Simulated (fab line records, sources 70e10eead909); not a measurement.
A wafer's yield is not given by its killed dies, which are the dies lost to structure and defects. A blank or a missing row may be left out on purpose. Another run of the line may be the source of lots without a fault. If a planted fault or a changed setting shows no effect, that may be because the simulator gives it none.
The tool behind it: which one?	flow nand-harc	24 lots, 72 wafers sampled, at 3 steps of a route of 1302

WHAT THE GAUGES READ, wafer by wafer
NHARC_A_SOURCE_PLATE_THK_MEAS_09: measures by ellipsometry. Usual: thk-nm at 9.8 nm, with a standard deviation of 1.1.
lot	measured	on	thk-nm (nm)	flag
L074	day 7 05:36	film-metro-01	10.1 9.7 12.6	
L075	day 7 15:44	film-metro-02	9.4 10.2 10.6	
L076	day 8 03:33	film-metro-02	10.3 8.0 10.9	
L077	day 8 07:19	film-metro-02	9.8 7.2 10.4	
L079	day 9 07:13	film-metro-02	8.9 8.1 10.9	
L078	day 9 07:13	film-metro-01	10.6 7.3 11.7	
L080	day 10 02:37	film-metro-02	11.2 10.9 10.6	
L081	day 10 11:00	film-metro-01	10.8 8.1 11.5	
L082	day 10 11:00	film-metro-02	10.1 8.8 10.9	
L083	day 10 23:48	film-metro-02	9.5 8.5 9.8	
L084	day 11 08:13	film-metro-01	9.6 9.1 8.1	
L086	day 11 22:24	film-metro-01	8.7 10.1 9.6	
L085	day 12 03:59	film-metro-02	9.1 12.0 11.4	
L087	day 12 22:22	film-metro-02	10.8 9.7 9.8	
L089	day 13 05:10	film-metro-02	10.3 11.4 8.5	
L088	day 13 05:10	film-metro-01	8.9 8.1 10.1	
L090	day 14 02:02	film-metro-02	9.2 9.9 9.5	
L091	day 14 02:02	film-metro-01	10.0 9.3 10.1	
L092	day 14 21:03	film-metro-02	9.5 9.7 9.9	
L093	day 14 21:03	film-metro-01	10.4 10.2 10.2	
L094	day 15 19:38	film-metro-02	8.2 10.7 10.9	
L095	day 15 19:40	film-metro-01	9.6 8.5 9.1	
L096	day 16 11:43	film-metro-02	9.4 10.6 10.5	
L097	day 16 22:32	film-metro-01	10.3 10.9 10.3	

NHARC_A_ONON_D1_THK_MEAS_02: measures by ellipsometry. Usual: thk-nm at 999 nm, with a standard deviation of 10.
lot	measured	on	thk-nm (nm)	flag
L074	day 7 18:46	film-metro-01	999 996 998	
L075	day 8 04:56	film-metro-02	1010 1010 1011	
L076	day 8 18:23	film-metro-02	1012 1010 1013	
L077	day 8 21:41	film-metro-01	998 996 998	
L079	day 9 23:37	film-metro-01	995 997 996	
L078	day 9 23:37	film-metro-02	981 980 980	
L080	day 10 18:22	film-metro-02	990 994 993	
L081	day 11 02:37	film-metro-02	1003 1001 1004	
L082	day 11 02:35	film-metro-01	1016 1015 1016	
L083	day 11 13:23	film-metro-02	993 992 992	
L084	day 11 21:46	film-metro-02	1009 1009 1007	
L086	day 12 11:53	film-metro-01	1009 1008 1011	
L085	day 12 17:08	film-metro-01	992 994 993	
L087	day 13 11:32	film-metro-01	1004 1003 1004	
L089	day 13 19:56	film-metro-02	985 981 983	
L088	day 13 20:00	film-metro-01	991 990 990	
L090	day 14 20:55	film-metro-02	1006 1007 1008	
L091	day 14 20:55	film-metro-01	992 991 991	
L092	day 15 14:04	film-metro-01	997 996 995	
L093	day 15 14:04	film-metro-02	979 979 979	
L094	day 16 08:53	film-metro-01	1007 1008 1008	
L095	day 16 08:53	film-metro-02	1013 1013 1014	
L096	day 17 01:23	film-metro-01	1001 1000 999	
L097	day 17 15:06	film-metro-02	991 992 992	

TOOL THAT RAN EACH LOT (tool first, then ch and the chambers of the sampled wafers, then the start)
lot	NHARC_P_BONDPAD_ETCH_37
L074	rie-diel-02 ch 0,2,3, day 6 15:46
L075	rie-diel-05 ch 0,1,2, day 7 03:11
L076	rie-diel-03 ch 0,2,3, day 7 15:06
L077	rie-diel-02 ch 1,2,3, day 7 17:57
L079	rie-diel-05 ch 0,1,3, day 8 17:44
L078	rie-diel-02 ch 1,2,3, day 8 19:16
L080	rie-diel-03 ch 1,3, day 9 14:01
L081	rie-diel-03 ch 0,1,2, day 9 22:30
L082	rie-diel-02 ch 0,1, day 9 23:23
L083	rie-diel-05 ch 2,3, day 10 10:01
L084	rie-diel-03 ch 0,2,3, day 10 18:43
L086	rie-diel-03 ch 2,3, day 11 09:20
L085	rie-diel-02 ch 1,2,3, day 11 15:10
L087	rie-diel-05 ch 0,1, day 12 07:11
L089	rie-diel-05 ch 1,2,3, day 12 16:58
L088	rie-diel-05 ch 1,2,3, day 12 18:23
L090	rie-diel-05 ch 0,2, day 13 13:55
L091	rie-diel-05 ch 0,2, day 13 15:23
L092	rie-diel-05 ch 0,1,3, day 14 02:55
L093	rie-diel-03 ch 0,1,3, day 14 10:20
L094	rie-diel-03 ch 0,1,2, day 15 07:14
L095	rie-diel-05 ch 0,3, day 15 08:49
L096	rie-diel-02 ch 0,1,2, day 15 23:21
L097	rie-diel-05 ch 0,1,2, day 16 08:22
- NHARC_P_BONDPAD_ETCH_37: etches the open film in N2/H2, target depth 60 nm, overetch 18 nm, time 65.91 s.

AS READ BY THE TOOLS THEMSELVES (means over the sampled wafers that have a number; for cases with no such wafer, the mark the record gives instead)
NHARC_P_BONDPAD_ETCH_37. Usual: drypump-motor-current-A 5.7 A, standard deviation 0.51; h2-flow-sccm 150.0 sccm, standard deviation 0.45; oes-product-au 0.998 a.u., standard deviation 0.0087; rf-vpp-V 430.6 V, standard deviation 2.3; showerhead-plenum-p-Torr 2.04 Torr, standard deviation 0.077; throttle-valve-pct 14.171 %, standard deviation 0.009.
lot	tool	drypump-motor-current-A (A)	h2-flow-sccm (sccm)	oes-product-au (a.u.)	rf-vpp-V (V)	showerhead-plenum-p-Torr (Torr)	throttle-valve-pct (%)	flag
L074	rie-diel-02	5.5	149.9	1.001	430.4	2.03	14.172	
L075	rie-diel-05	5.6	150.1	1.000	430.2	2.08	14.163	
L076	rie-diel-03	5.9	149.8	0.990	430.9	2.03	14.172	
L077	rie-diel-02	5.8	150.2	0.992	433.1	2.10	14.176	
L079	rie-diel-05	5.6	149.5	0.999	429.5	2.01	14.176	
L078	rie-diel-02	5.8	150.3	0.993	432.2	2.10	14.182	
L080	rie-diel-03	6.1	150.5	1.001	428.4	1.97	14.173	
L081	rie-diel-03	5.8	149.7	0.994	432.3	2.07	14.169	
L082	rie-diel-02	5.8	149.8	0.996	430.3	2.07	14.163	
L083	rie-diel-05	5.6	150.3	0.997	430.1	2.02	14.175	
L084	rie-diel-03	5.8	150.3	1.003	431.1	2.03	14.177	
L086	rie-diel-03	6.0	149.8	0.992	430.0	2.02	14.166	
L085	rie-diel-02	5.8	150.3	0.997	433.0	2.09	14.173	
L087	rie-diel-05	5.4	150.0	0.991	430.7	2.05	14.174	
L089	rie-diel-05	5.3	150.1	1.001	430.7	2.06	14.180	
L088	rie-diel-05	5.3	150.4	0.991	430.8	2.06	14.177	
L090	rie-diel-05	5.8	150.2	0.999	432.1	2.11	14.170	
L091	rie-diel-05	6.0	150.2	0.999	431.1	2.06	14.162	
L092	rie-diel-05	5.6	150.4	0.992	429.8	2.01	14.170	
L093	rie-diel-03	5.9	150.1	0.995	428.9	2.02	14.183	
L094	rie-diel-03	5.8	150.0	1.003	431.0	2.07	14.162	
L095	rie-diel-05	5.8	150.4	0.991	427.8	1.97	14.169	
L096	rie-diel-02	5.4	149.8	1.008	430.1	2.03	14.175	
L097	rie-diel-05	5.6	150.0	0.999	431.4	2.08	14.174	

THE ANSWER, worked out from the rows above alone
Rule: lot off if the mean of its wafers having a number is beyond 3 standard deviations from the usual mean. Also off: a lot with no number at a reading for which 4 or more lots have one. Any other lot the step has rows for is counted as sound. After the gauges, taken in route order, come the tools' own readings; for these a lot's mean is taken, as printed above. At the first step where some lot is off, the reading lying furthest off is the one used; lots without a number count as furthest.
None of the lots is off at any reading shown; this tells nothing.

WHAT THE SIMULATOR PUT IN
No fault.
